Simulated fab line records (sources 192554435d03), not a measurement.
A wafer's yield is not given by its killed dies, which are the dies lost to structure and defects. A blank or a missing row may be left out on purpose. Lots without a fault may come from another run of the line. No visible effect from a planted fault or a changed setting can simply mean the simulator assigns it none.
Check of tool commonality	flow n5-finfet	27 wafers sampled across 9 lots

WHY IT WAS OPENED
At N5_DUMMY_GATE_INSPECT_27 the reading raw-defect-count is flagged on 2 of 9 lots. Wafers without a fault read 313, standard deviation 73.
Rule: flag the lot when none of its wafers has a number, or when each of its wafers that has one lies beyond 4 standard deviations from that mean. The other lots count as sound.

lot	measured	on	raw-defect-count, wafer by wafer	flag
L794	day 4 12:39	defect-inspect-02	472 448 277	
L797	day 5 08:53	defect-inspect-02	355 337 285	
L801	day 6 08:20	defect-inspect-01	266 285 246	
L802	day 6 12:17	defect-inspect-01	322 465 273	
L804	day 6 21:58	defect-inspect-01	250 218 229	
L807	day 7 22:53	defect-inspect-02	851 850 813	FLAGGED
L808	day 7 23:41	defect-inspect-01	260 183 198	
L809	day 8 10:03	defect-inspect-02	763 739 696	FLAGGED
L811	day 8 20:04	defect-inspect-02	370 438 249	
Average over the flagged lots: 785; offset from the usual +472, equal to +6 standard deviations.

EACH LOT AND THE TOOL IT RAN ON
Before the reading, the record contains 3 process steps out of a 1938-step route. Every cell lists first the tool, next ch and the chambers used by the sampled wafers, and last the start.
lot	flag	N5_DUMMY_GATE_ETCH_29	N5_DUMMY_GATE_ETCH_32	N5_DUMMY_GATE_STRIP_48
L794		rie-diel-03 ch 0,1,2, day 4 11:34	rie-si-05 ch 0,2, day 4 12:10	rie-diel-03 ch 0,3, day 4 12:28
L797		rie-diel-04 ch 0,2,3, day 5 07:39	rie-si-05 ch 0,1,3, day 5 08:24	rie-diel-03 ch 0,2,3, day 5 08:42
L801		rie-diel-01 ch 2,3, day 6 07:01	rie-si-06 ch 1,2, day 6 07:47	rie-diel-01 ch 0,2,3, day 6 08:08
L802		rie-diel-04 ch 1,3, day 6 10:44	rie-si-05 ch 0,1,3, day 6 11:43	rie-diel-04 ch 0,1,3, day 6 12:06
L804		rie-diel-04 ch 1,3, day 6 20:52	rie-si-02 ch 1,3, day 6 21:28	rie-diel-04 ch 0,1, day 6 21:47
L807	FLAGGED	rie-diel-04 ch 1,3, day 7 21:47	rie-si-05 ch 0,2, day 7 22:23	rie-diel-01 ch 2,3, day 7 22:42
L808		rie-diel-01 ch 1,2,3, day 7 22:31	rie-si-02 ch 1,2,3, day 7 23:12	rie-diel-01 ch 0,1,2, day 7 23:30
L809	FLAGGED	rie-diel-04 ch 0,1,3, day 8 08:58	rie-si-05 ch 0,2,3, day 8 09:34	rie-diel-04 ch 0,1,2, day 8 09:52
L811		rie-diel-03 ch 2,3, day 8 18:43	rie-si-02 ch 0,1,3, day 8 19:28	rie-diel-01 ch 0,1,3, day 8 19:53
What is done by these steps:
- N5_DUMMY_GATE_ETCH_29: etches underlayer in N2/H2, target depth 13 nm.
- N5_DUMMY_GATE_ETCH_32: etches SiO2 in CF4, target depth 3.5 nm, time 3.9 s.
- N5_DUMMY_GATE_STRIP_48: strips in N2/H2, time 20 s.
- N5_DUMMY_GATE_INSPECT_27: inspects for defects (brightfield).

FLAGGED AGAINST TOTAL, ONE TOOL AT A TIME (gauges that did the reading follow at the end)
step	tool	lots run	flagged	share of the flagged lots	sound lots run after its first flagged lot
N5_DUMMY_GATE_ETCH_29	rie-diel-01	2	0	none	-
N5_DUMMY_GATE_ETCH_29	rie-diel-03	2	0	none	-
N5_DUMMY_GATE_ETCH_29	rie-diel-04	5	2	all	0
N5_DUMMY_GATE_ETCH_32	rie-si-02	3	0	none	-
N5_DUMMY_GATE_ETCH_32	rie-si-05	5	2	all	0
N5_DUMMY_GATE_ETCH_32	rie-si-06	1	0	none	-
N5_DUMMY_GATE_STRIP_48	rie-diel-01	4	1	some	2 (L808,L811)
N5_DUMMY_GATE_STRIP_48	rie-diel-03	2	0	none	-
N5_DUMMY_GATE_STRIP_48	rie-diel-04	3	1	some	0
N5_DUMMY_GATE_INSPECT_27	defect-inspect-01	4	0	none	-
N5_DUMMY_GATE_INSPECT_27	defect-inspect-02	5	2	all	1 (L811)

WHAT THE TABLE ALLOWS
Every flagged lot was run by 3 rows of the table: rie-diel-04 at N5_DUMMY_GATE_ETCH_29, rie-si-05 at N5_DUMMY_GATE_ETCH_32 and defect-inspect-02 at N5_DUMMY_GATE_INSPECT_27.
- rie-diel-04 at N5_DUMMY_GATE_ETCH_29 ran 5 lots, 2 of them flagged. Its last sound lot is L804 (day 6 20:52), its first flagged lot L807 (day 7 21:47): a fault that began between those two fits.
- rie-si-05 at N5_DUMMY_GATE_ETCH_32 ran 5 lots, 2 of them flagged. Its last sound lot is L802 (day 6 11:43), its first flagged lot L807 (day 7 22:23): a fault that began between those two fits.
- defect-inspect-02 at N5_DUMMY_GATE_INSPECT_27 ran 5 lots, 2 of them flagged. Lots that were sound ran on it after the first flagged one (L811); a persistent fault on the entire tool would not allow that.
Counting lots can't tell these 2 tools apart, because each fits a fault that began at some hour. More lots, or a look at what each step does to the wafer, might.

WHAT THE SIMULATOR PUT IN
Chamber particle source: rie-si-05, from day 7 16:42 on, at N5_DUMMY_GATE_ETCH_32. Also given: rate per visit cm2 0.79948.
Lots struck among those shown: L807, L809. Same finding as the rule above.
